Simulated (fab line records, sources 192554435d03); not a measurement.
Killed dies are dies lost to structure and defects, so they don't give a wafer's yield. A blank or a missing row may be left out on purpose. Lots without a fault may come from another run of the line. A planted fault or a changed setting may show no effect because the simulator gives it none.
Problem report in the 8D (eight disciplines) form, filled by code | flow n5_finfet | the parts of the form that need people (team, actions taken, sign-off) are left out

1. THE PROBLEM
bias_w at N5_MIM_TOP_ETCH_ETCH_00 reads a mean of 92.6 W on 3 wafers of 2 lots; wafers without a fault read 126.1 W with a standard deviation of 0.38. That is -88 standard deviations from the usual mean.
The step: etches TiN in Cl2/BCl3, target depth 38.5 nm.
First seen on wafer L858.4, day 16 09:43, on rie_metal-02. The record holds 30 wafers of 10 lots with a number at this step. Rule for "out", or "out of limits": more than 4 standard deviations from the usual mean. The other wafers with a number count as sound.

2. WHAT IT IS AND WHAT IT IS NOT
question                    | is                     | is not
which readings at this step | bias_w                 | drypump_motor_current_A, oes_product_au, throttle_valve_pct
which lots                  | L858, L861             | L853, L854, L855, L857, L868, L871, L872, L873
which wafers of those lots  | L858.4, L858.6, L861.3 | L858.3, L861.2, L861.4
read on which tools         | rie_metal-02           | rie_metal-01, rie_metal-03
when                        | from day 16 09:43      | up to then (13 sound wafers); but 14 sound wafers of L861, L868, L871, L872, L873 came after

3. SUSPECTS, AND WHAT RULES EACH OUT
Counting: a tool at a process step up to the reading stays a suspect if it ran every lot that is out. Sound lots after the first of them don't rule it out here, since some wafers of a struck lot are sound.
- pvd_sputter-03 at N5_MIM_BOT_DEGAS_01 (time 60 s): kept. It ran every lot that is out, first L858 (day 16 05:56); its last sound lot up to then is L855 (day 15 03:49).
- rie_metal-02 at N5_MIM_TOP_ETCH_ETCH_00 (etches TiN in Cl2/BCl3, target depth 38.5 nm): kept. It ran every lot that is out, first L858 (day 16 09:43); its last sound lot up to then is L857 (day 16 06:02). Its own readings are out on those wafers: bias_w.
- Within rie_metal-02 at N5_MIM_TOP_ETCH_ETCH_00: the wafers that are out ran in chamber 1; their sound lot-mates ran in chamber 0.
Left after counting: pvd_sputter-03 at N5_MIM_BOT_DEGAS_01, rie_metal-02 at N5_MIM_TOP_ETCH_ETCH_00.

4. THE CAUSE (what the simulator had put in)
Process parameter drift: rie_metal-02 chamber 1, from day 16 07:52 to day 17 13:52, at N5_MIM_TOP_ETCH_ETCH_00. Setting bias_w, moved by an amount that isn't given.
Counting left 2 suspects, and this tool is among them.

5. THE CHAIN OF EFFECTS, in route order
Each row: a reading whose mean over the struck wafers that have a number lies more than 3 standard deviations from the usual. Only readings for which the record gives a usual standard deviation are gone through. hours: the time from each lot's start at the first step in this table that gives one to its start at this step, as a median over the lots. sigmas: the change in usual standard deviations.
hours | step                    | reading | usual   | on struck wafers | change | sigmas
0     | N5_MIM_TOP_ETCH_ETCH_00 | bias_w  | 126.1 W | 92.6             | -33.5  | -88
The process steps in it:
- N5_MIM_TOP_ETCH_ETCH_00: etches TiN in Cl2/BCl3, target depth 38.5 nm.

6. WHAT WOULD HAVE CAUGHT IT SOONER
In this record the first reading out of limits was taken at day 16 09:43, 2 hours after the fault began at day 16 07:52.
